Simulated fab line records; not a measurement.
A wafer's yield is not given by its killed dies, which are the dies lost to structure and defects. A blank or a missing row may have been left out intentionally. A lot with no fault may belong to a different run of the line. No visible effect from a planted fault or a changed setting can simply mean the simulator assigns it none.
Which tool was responsible? / flow nand_harc / 12 lots, 36 wafers sampled, at 5 steps of a route of 1159

## WHAT THE GAUGES READ, wafer by wafer
NHARC_P_M0_INSPECT_27. Usual: raw_defect_count reads 285 (standard deviation 110).
lot=L278; measured=day 6 01:22; on=defect_inspect-02; raw_defect_count=195 204 161; flag=
lot=L277; measured=day 6 01:56; on=defect_inspect-01; raw_defect_count=331 307 314; flag=
lot=L281; measured=day 6 23:05; on=defect_inspect-02; raw_defect_count=238 293 214; flag=
lot=L282; measured=day 7 05:13; on=defect_inspect-01; raw_defect_count=208 238 123; flag=
lot=L283; measured=day 7 10:56; on=defect_inspect-01; raw_defect_count=163 330 288; flag=
lot=L285; measured=day 7 22:58; on=defect_inspect-01; raw_defect_count=248 211 256; flag=
lot=L287; measured=day 8 20:42; on=defect_inspect-02; raw_defect_count=173 268 300; flag=
lot=L291; measured=day 9 08:58; on=defect_inspect-01; raw_defect_count=514 329 283; flag=
lot=L293; measured=day 10 03:53; on=defect_inspect-01; raw_defect_count=224 250 226; flag=
lot=L294; measured=day 10 07:27; on=defect_inspect-02; raw_defect_count=496 655 682; flag=
lot=L295; measured=day 10 09:58; on=defect_inspect-02; raw_defect_count=152 270 123; flag=
lot=L299; measured=day 11 12:14; on=defect_inspect-02; raw_defect_count=606 683 254; flag=

NHARC_END_SORT_01. Usual: defect_limited_yield 95.6 %, standard deviation 1.6; killed_at_array 26, standard deviation 11; killed_at_other 0.4, standard deviation 0.78; killed_at_periphery 3.4, standard deviation 2.4; killed_dies 29, standard deviation 11; killed_open 3.1, standard deviation 1.9; killed_short 1.9, standard deviation 1.4; sort_bin_2_pct 1.3 %, standard deviation 0.63; sort_bin_3_pct 0.20 %, standard deviation 0.18; sort_bin_4_pct 2.8 %, standard deviation 1.1; sort_n_pass 648, standard deviation 11; sort_rim_yield_pct 95 %, standard deviation 3.4; sort_yield_pct 95.6 %, standard deviation 1.6.
lot=L295; measured=day 25 15:17; on=prober-01; defect_limited_yield (%)=98.5 98.1 98.1; killed_at_array=7 13 11; killed_at_other=0 0 0; killed_at_periphery=3 0 2; killed_dies=10 13 13; killed_open=2 3 2; killed_short=1 0 1; sort_bin_2_pct (%)=0.4 0.7 0.4; sort_bin_3_pct (%)=0 0.44 0; sort_bin_4_pct (%)=1.0 0.7 1.5; sort_n_pass=667 664 664; sort_rim_yield_pct (%)=99 98 95; sort_yield_pct (%)=98.5 98.1 98.1; flag=
lot=L299; measured=day 25 23:50; on=prober-01; defect_limited_yield (%)=97.0 97.3 96.6; killed_at_array=17 17 19; killed_at_other=0 0 1; killed_at_periphery=3 1 3; killed_dies=20 18 23; killed_open=3 3 3; killed_short=3 2 2; sort_bin_2_pct (%)=0.7 0.7 0.7; sort_bin_3_pct (%)=0.15 0 0; sort_bin_4_pct (%)=2.1 1.9 2.7; sort_n_pass=657 659 654; sort_rim_yield_pct (%)=92 98 95; sort_yield_pct (%)=97.0 97.3 96.6; flag=

## TOOL THAT RAN EACH LOT (tool first, then ch and the chambers of the sampled wafers, then the start)
lot=L278; NHARC_P_M0_PRE_CLEAN_29=pvd_sputter-03, day 6 01:22 or earlier; NHARC_P_M1_SOFTBAKE_04=litho_track-01 ch 0, day 6 03:00; NHARC_P_M1_ETCH_28=rie_diel-05 ch 0,2,3, no start
lot=L277; NHARC_P_M0_PRE_CLEAN_29=pvd_sputter-01, day 6 01:56 or earlier; NHARC_P_M1_SOFTBAKE_04=litho_track-04 ch 0, day 6 03:00; NHARC_P_M1_ETCH_28=rie_diel-07 ch 0,1, no start
lot=L281; NHARC_P_M0_PRE_CLEAN_29=pvd_sputter-02, day 6 23:05 or earlier; NHARC_P_M1_SOFTBAKE_04=litho_track-01 ch 0, day 7 00:00; NHARC_P_M1_ETCH_28=rie_diel-07 ch 1,3, no start
lot=L282; NHARC_P_M0_PRE_CLEAN_29=pvd_sputter-01, day 7 05:13 or earlier; NHARC_P_M1_SOFTBAKE_04=litho_track-01 ch 0, day 7 06:00; NHARC_P_M1_ETCH_28=rie_diel-05 ch 0,1,2, no start
lot=L283; NHARC_P_M0_PRE_CLEAN_29=pvd_sputter-02, day 7 10:56 or earlier; NHARC_P_M1_SOFTBAKE_04=litho_track-01 ch 0, day 7 12:00; NHARC_P_M1_ETCH_28=rie_diel-07 ch 0,2, no start
lot=L285; NHARC_P_M0_PRE_CLEAN_29=pvd_sputter-03, day 7 22:58 or earlier; NHARC_P_M1_SOFTBAKE_04=litho_track-04 ch 0, day 8 00:00; NHARC_P_M1_ETCH_28=rie_diel-11 ch 0,2,3, no start
lot=L287; NHARC_P_M0_PRE_CLEAN_29=pvd_sputter-01, day 8 20:42 or earlier; NHARC_P_M1_SOFTBAKE_04=litho_track-01 ch 0, day 8 21:00; NHARC_P_M1_ETCH_28=rie_diel-07 ch 2,3, no start
lot=L291; NHARC_P_M0_PRE_CLEAN_29=pvd_sputter-01, day 9 08:58 or earlier; NHARC_P_M1_SOFTBAKE_04=litho_track-01 ch 0, day 9 09:00; NHARC_P_M1_ETCH_28=rie_diel-07 ch 0,1, no start
lot=L293; NHARC_P_M0_PRE_CLEAN_29=pvd_sputter-01, day 10 03:53 or earlier; NHARC_P_M1_SOFTBAKE_04=litho_track-01 ch 0, day 10 04:00; NHARC_P_M1_ETCH_28=rie_diel-05 ch 0,1,3, no start
lot=L294; NHARC_P_M0_PRE_CLEAN_29=pvd_sputter-01, day 10 07:27 or earlier; NHARC_P_M1_SOFTBAKE_04=litho_track-06 ch 0, day 10 08:00; NHARC_P_M1_ETCH_28=rie_diel-07 ch 0,1,2, no start
lot=L295; NHARC_P_M0_PRE_CLEAN_29=pvd_sputter-02, day 10 09:58 or earlier; NHARC_P_M1_SOFTBAKE_04=litho_track-04 ch 0, day 10 11:00; NHARC_P_M1_ETCH_28=rie_diel-05 ch 0,3, day 25 15:17 or earlier
lot=L299; NHARC_P_M0_PRE_CLEAN_29=pvd_sputter-01, day 11 12:14 or earlier; NHARC_P_M1_SOFTBAKE_04=litho_track-06 ch 0, day 11 13:00; NHARC_P_M1_ETCH_28=rie_diel-07 ch 1,2, day 25 23:50 or earlier
- NHARC_P_M0_PRE_CLEAN_29: time 30 s.
- NHARC_P_M1_SOFTBAKE_04: time 55 s.
- NHARC_P_M1_ETCH_28: etches the open film in CF4/N2, target depth 30 nm, time 72.99 s.

## WHAT THE TOOLS THEMSELVES READ (means of the sampled wafers that have a number; where no wafer has one, the mark that the record gives instead)
NHARC_P_M0_PRE_CLEAN_29. Usual: heater_power_w reads 421 W (standard deviation 37).
lot=L278; tool=pvd_sputter-03; heater_power_w (W)=387; flag=
lot=L277; tool=pvd_sputter-01; heater_power_w (W)=420; flag=
lot=L281; tool=pvd_sputter-02; heater_power_w (W)=398; flag=
lot=L282; tool=pvd_sputter-01; heater_power_w (W)=459; flag=
lot=L283; tool=pvd_sputter-02; heater_power_w (W)=407; flag=
lot=L285; tool=pvd_sputter-03; heater_power_w (W)=396; flag=
lot=L287; tool=pvd_sputter-01; heater_power_w (W)=460; flag=
lot=L291; tool=pvd_sputter-01; heater_power_w (W)=439; flag=
lot=L293; tool=pvd_sputter-01; heater_power_w (W)=448; flag=
lot=L294; tool=pvd_sputter-01; heater_power_w (W)=432; flag=
lot=L295; tool=pvd_sputter-02; heater_power_w (W)=401; flag=
lot=L299; tool=pvd_sputter-01; heater_power_w (W)=453; flag=

NHARC_P_M1_SOFTBAKE_04. Usual: chill_plate_temp_C 23.00 C, standard deviation 0.094; heater_power_total_W 188.47 W, standard deviation 0.14.
lot=L278; tool=litho_track-01; chill_plate_temp_C (C)=22.95; heater_power_total_W (W)=188.40; flag=
lot=L277; tool=litho_track-04; chill_plate_temp_C (C)=22.98; heater_power_total_W (W)=188.47; flag=
lot=L281; tool=litho_track-01; chill_plate_temp_C (C)=23.01; heater_power_total_W (W)=188.44; flag=
lot=L282; tool=litho_track-01; chill_plate_temp_C (C)=22.97; heater_power_total_W (W)=188.53; flag=
lot=L283; tool=litho_track-01; chill_plate_temp_C (C)=23.03; heater_power_total_W (W)=188.43; flag=
lot=L285; tool=litho_track-04; chill_plate_temp_C (C)=23.06; heater_power_total_W (W)=188.37; flag=
lot=L287; tool=litho_track-01; chill_plate_temp_C (C)=23.03; heater_power_total_W (W)=188.62; flag=
lot=L291; tool=litho_track-01; chill_plate_temp_C (C)=22.93; heater_power_total_W (W)=173.54; flag=OFF
lot=L293; tool=litho_track-01; chill_plate_temp_C (C)=22.99; heater_power_total_W (W)=173.62; flag=OFF
lot=L294; tool=litho_track-06; chill_plate_temp_C (C)=23.04; heater_power_total_W (W)=188.51; flag=
lot=L295; tool=litho_track-04; chill_plate_temp_C (C)=22.86; heater_power_total_W (W)=188.38; flag=
lot=L299; tool=litho_track-06; chill_plate_temp_C (C)=23.07; heater_power_total_W (W)=188.47; flag=

NHARC_P_M1_ETCH_28. Usual: cf4_flow_sccm 50.01 sccm, standard deviation 0.16; drypump_motor_current_A 5.7 A, standard deviation 0.58; oes_product_au 1.001 a.u., standard deviation 0.01; rf_vpp_V 315.1 V, standard deviation 2.2; showerhead_plenum_p_Torr 2.68 Torr, standard deviation 0.12; throttle_valve_pct 19.794 %, standard deviation 0.0086.
lot=L278; tool=rie_diel-05; cf4_flow_sccm (sccm)=49.88; drypump_motor_current_A (A)=6.0; oes_product_au (a.u.)=0.997; rf_vpp_V (V)=316.6; showerhead_plenum_p_Torr (Torr)=2.79; throttle_valve_pct (%)=19.788; flag=
lot=L277; tool=rie_diel-07; cf4_flow_sccm (sccm)=49.99; drypump_motor_current_A (A)=5.4; oes_product_au (a.u.)=0.991; rf_vpp_V (V)=313.8; showerhead_plenum_p_Torr (Torr)=2.61; throttle_valve_pct (%)=19.788; flag=
lot=L281; tool=rie_diel-07; cf4_flow_sccm (sccm)=49.88; drypump_motor_current_A (A)=5.7; oes_product_au (a.u.)=0.991; rf_vpp_V (V)=313.9; showerhead_plenum_p_Torr (Torr)=2.58; throttle_valve_pct (%)=19.794; flag=
lot=L282; tool=rie_diel-05; cf4_flow_sccm (sccm)=50.08; drypump_motor_current_A (A)=5.9; oes_product_au (a.u.)=1.006; rf_vpp_V (V)=316.2; showerhead_plenum_p_Torr (Torr)=2.80; throttle_valve_pct (%)=19.801; flag=
lot=L283; tool=rie_diel-07; cf4_flow_sccm (sccm)=49.68; drypump_motor_current_A (A)=6.0; oes_product_au (a.u.)=1.004; rf_vpp_V (V)=315.1; showerhead_plenum_p_Torr (Torr)=2.67; throttle_valve_pct (%)=19.793; flag=
lot=L285; tool=rie_diel-11; cf4_flow_sccm (sccm)=50.01; drypump_motor_current_A (A)=5.6; oes_product_au (a.u.)=1.007; rf_vpp_V (V)=315.7; showerhead_plenum_p_Torr (Torr)=2.67; throttle_valve_pct (%)=19.797; flag=
lot=L287; tool=rie_diel-07; cf4_flow_sccm (sccm)=50.06; drypump_motor_current_A (A)=6.2; oes_product_au (a.u.)=1.004; rf_vpp_V (V)=313.8; showerhead_plenum_p_Torr (Torr)=2.58; throttle_valve_pct (%)=19.783; flag=
lot=L291; tool=rie_diel-07; cf4_flow_sccm (sccm)=49.92; drypump_motor_current_A (A)=5.4; oes_product_au (a.u.)=0.994; rf_vpp_V (V)=313.9; showerhead_plenum_p_Torr (Torr)=2.61; throttle_valve_pct (%)=19.786; flag=
lot=L293; tool=rie_diel-05; cf4_flow_sccm (sccm)=49.91; drypump_motor_current_A (A)=5.5; oes_product_au (a.u.)=1.001; rf_vpp_V (V)=316.5; showerhead_plenum_p_Torr (Torr)=2.79; throttle_valve_pct (%)=19.792; flag=
lot=L294; tool=rie_diel-07; cf4_flow_sccm (sccm)=50.08; drypump_motor_current_A (A)=5.7; oes_product_au (a.u.)=1.003; rf_vpp_V (V)=314.4; showerhead_plenum_p_Torr (Torr)=2.64; throttle_valve_pct (%)=19.787; flag=
lot=L295; tool=rie_diel-05; cf4_flow_sccm (sccm)=50.01; drypump_motor_current_A (A)=5.7; oes_product_au (a.u.)=1.002; rf_vpp_V (V)=317.2; showerhead_plenum_p_Torr (Torr)=2.79; throttle_valve_pct (%)=19.795; flag=
lot=L299; tool=rie_diel-07; cf4_flow_sccm (sccm)=49.90; drypump_motor_current_A (A)=6.1; oes_product_au (a.u.)=0.994; rf_vpp_V (V)=313.8; showerhead_plenum_p_Torr (Torr)=2.66; throttle_valve_pct (%)=19.796; flag=

## THE ANSWER, worked out from the rows above alone
Rule: lot off if the mean of its wafers having a number is beyond 3 standard deviations from the usual mean. Also off: a lot with no number at a reading for which 4 or more lots have one. All remaining lots with rows at the step are treated as sound. The gauges are gone through in route order, then the tools' own readings, and for those a lot's mean is taken as printed above. At the first step where some lot is off, the reading lying furthest off is the one used; lots without a number count as furthest.
Off: L291, L293 (NHARC_P_M1_SOFTBAKE_04, heater_power_total_W).
A tool fits if, at that step or a process step before it, it ran every lot that is off, and no sound lot after the first of them. NHARC_P_M0_PRE_CLEAN_29 gives no start for some lots, so the hours and the order of its lots are those of NHARC_P_M0_INSPECT_27. One fits: NHARC_P_M1_SOFTBAKE_04 on litho_track-01. Its last sound lot is L287 (day 8 21:00), its first lot that is off L291 (day 9 09:00): a fault that began between those two fits.
The tool's own readings at NHARC_P_M1_SOFTBAKE_04 bear it out: on the lots that are off they differ by more than 5 times the standard deviation of the sound lots' means. heater_power_total_W reads 173.58 W there against 188.46 W on the sound lots.

## WHAT THE SIMULATOR HAD INSERTED
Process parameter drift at NHARC_P_M1_SOFTBAKE_04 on litho_track-01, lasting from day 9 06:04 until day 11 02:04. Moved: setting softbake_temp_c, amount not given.
Lots struck among those shown: L291, L293. This agrees with what the rule above found.
